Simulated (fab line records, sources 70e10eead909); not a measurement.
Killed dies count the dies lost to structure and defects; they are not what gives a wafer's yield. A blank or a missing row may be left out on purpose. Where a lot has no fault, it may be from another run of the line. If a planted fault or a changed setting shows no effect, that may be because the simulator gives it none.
Chamber matching | flow nand_harc | NHARC_A_ZERO_WELL_ETCH_13 on rie_si-06: 4 sister chambers
The step etches the open film in HBr/Cl2, target depth 120 nm, time 40.1 s. 4 wafers are shown with their chamber, then 6 later ones without.

## EACH WAFER AND ITS CHAMBER
wafer  | chamber | oes_product_au (a.u.)
L941.4 | 1       | 1.000
L941.6 | 2       | 0.980
L945.3 | 0       | 1.004
L945.4 | 3       | 0.997

## WAFERS MISSING THEIR CHAMBER
wafer  | oes_product_au (a.u.)
L945.6 | 1.003
L952.1 | 0.990
L952.3 | 0.983
L953.2 | 1.008
L953.4 | 0.993
L953.5 | 0.996

## WHICH CHAMBER EACH ONE RAN IN
wafer  | from the rows above               | in truth
L945.6 | can't be placed: 0 or 1 or 3      | 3
L952.1 | can't be placed: 3 or 1 or 2 or 0 | 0
L952.3 | 2                                 | 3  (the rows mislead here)
L953.2 | can't be placed: 0 or 1 or 3      | 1
L953.4 | can't be placed: 3 or 1 or 0      | 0
L953.5 | can't be placed: 3 or 1 or 0      | 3
Correctly placed: 0 of 6. From these rows, 5 cannot be placed; in 5 the true chamber is one of the candidates. Wrongly placed: 1.
How it was worked out, from the rows above alone: a wafer's distance from a chamber is the root of the sum, over the readings, of the square of ((its reading less the chamber's mean) divided by the reading's scatter). The wafer belongs to the nearest chamber; if the next one is less than 2 further off, it can't be placed. Each chamber's mean is taken over the wafers shown for it. The scatter: with one shown wafer a chamber, the root of the mean of the squares of how far each hidden wafer lies from its nearest shown one.
